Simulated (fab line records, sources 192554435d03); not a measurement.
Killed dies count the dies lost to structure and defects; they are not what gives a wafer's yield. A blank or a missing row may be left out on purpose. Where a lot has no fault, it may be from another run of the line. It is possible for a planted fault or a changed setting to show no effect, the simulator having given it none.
Chamber matching || flow n5 finfet || 4 sister chambers for N5_BEOL_M0_STRIP_140 on rie diel-02
The step strips in CF4. 8 wafers are shown with their chamber, then 9 later ones without.

== WAFERS PAIRED WITH THEIR CHAMBERS ==
{"wafer": "L082.1", "chamber": 2, "showerhead plenum p Torr (Torr)": 1.81, "drypump motor current A (A)": 5.7}
{"wafer": "L082.5", "chamber": 3, "showerhead plenum p Torr (Torr)": 1.91, "drypump motor current A (A)": 6.0}
{"wafer": "L083.4", "chamber": 3, "showerhead plenum p Torr (Torr)": 1.91, "drypump motor current A (A)": 5.9}
{"wafer": "L086.3", "chamber": 1, "showerhead plenum p Torr (Torr)": 1.91, "drypump motor current A (A)": 6.5}
{"wafer": "L086.4", "chamber": 2, "showerhead plenum p Torr (Torr)": 1.80, "drypump motor current A (A)": 5.6}
{"wafer": "L090.2", "chamber": 1, "showerhead plenum p Torr (Torr)": 1.91, "drypump motor current A (A)": 6.5}
{"wafer": "L090.4", "chamber": 0, "showerhead plenum p Torr (Torr)": 1.86, "drypump motor current A (A)": 6.2}
{"wafer": "L090.6", "chamber": 0, "showerhead plenum p Torr (Torr)": 1.86, "drypump motor current A (A)": 6.3}

== WAFERS MISSING THEIR CHAMBER ==
{"wafer": "L093.2", "showerhead plenum p Torr (Torr)": 1.80, "drypump motor current A (A)": 5.7}
{"wafer": "L093.4", "showerhead plenum p Torr (Torr)": 1.91, "drypump motor current A (A)": 6.5}
{"wafer": "L093.5", "showerhead plenum p Torr (Torr)": 1.91, "drypump motor current A (A)": 6.5}
{"wafer": "L096.2", "showerhead plenum p Torr (Torr)": 1.91, "drypump motor current A (A)": 6.0}
{"wafer": "L096.4", "showerhead plenum p Torr (Torr)": 1.86, "drypump motor current A (A)": 6.3}
{"wafer": "L096.6", "showerhead plenum p Torr (Torr)": 1.91, "drypump motor current A (A)": 6.5}
{"wafer": "L097.4", "showerhead plenum p Torr (Torr)": 1.91, "drypump motor current A (A)": 6.0}
{"wafer": "L097.5", "showerhead plenum p Torr (Torr)": 1.85, "drypump motor current A (A)": 6.2}
{"wafer": "L097.6", "showerhead plenum p Torr (Torr)": 1.91, "drypump motor current A (A)": 6.5}

== WHICH CHAMBER EACH WENT THROUGH ==
{"wafer": "L093.2", "from the rows above": 2, "in truth": 2}
{"wafer": "L093.4", "from the rows above": 1, "in truth": 1}
{"wafer": "L093.5", "from the rows above": 1, "in truth": 1}
{"wafer": "L096.2", "from the rows above": 3, "in truth": 3}
{"wafer": "L096.4", "from the rows above": 0, "in truth": 0}
{"wafer": "L096.6", "from the rows above": 1, "in truth": 1}
{"wafer": "L097.4", "from the rows above": 3, "in truth": 3}
{"wafer": "L097.5", "from the rows above": 0, "in truth": 0}
{"wafer": "L097.6", "from the rows above": 1, "in truth": 1}
Correctly placed: 9 of 9. Number that these rows cannot place: 0. Wrongly placed: 0.
How it was worked out, from the rows above alone: a wafer's distance from a chamber is the root of the sum, over the readings, of the square of ((its reading less the chamber's mean) divided by the reading's scatter). The wafer belongs to the nearest chamber; if the next one is less than 2 further off, it can't be placed. Each chamber's mean is taken over the wafers shown for it. The scatter: the root of (the sum of the squares of (reading less its chamber's mean) over the shown wafers, divided by (wafers less chambers)).
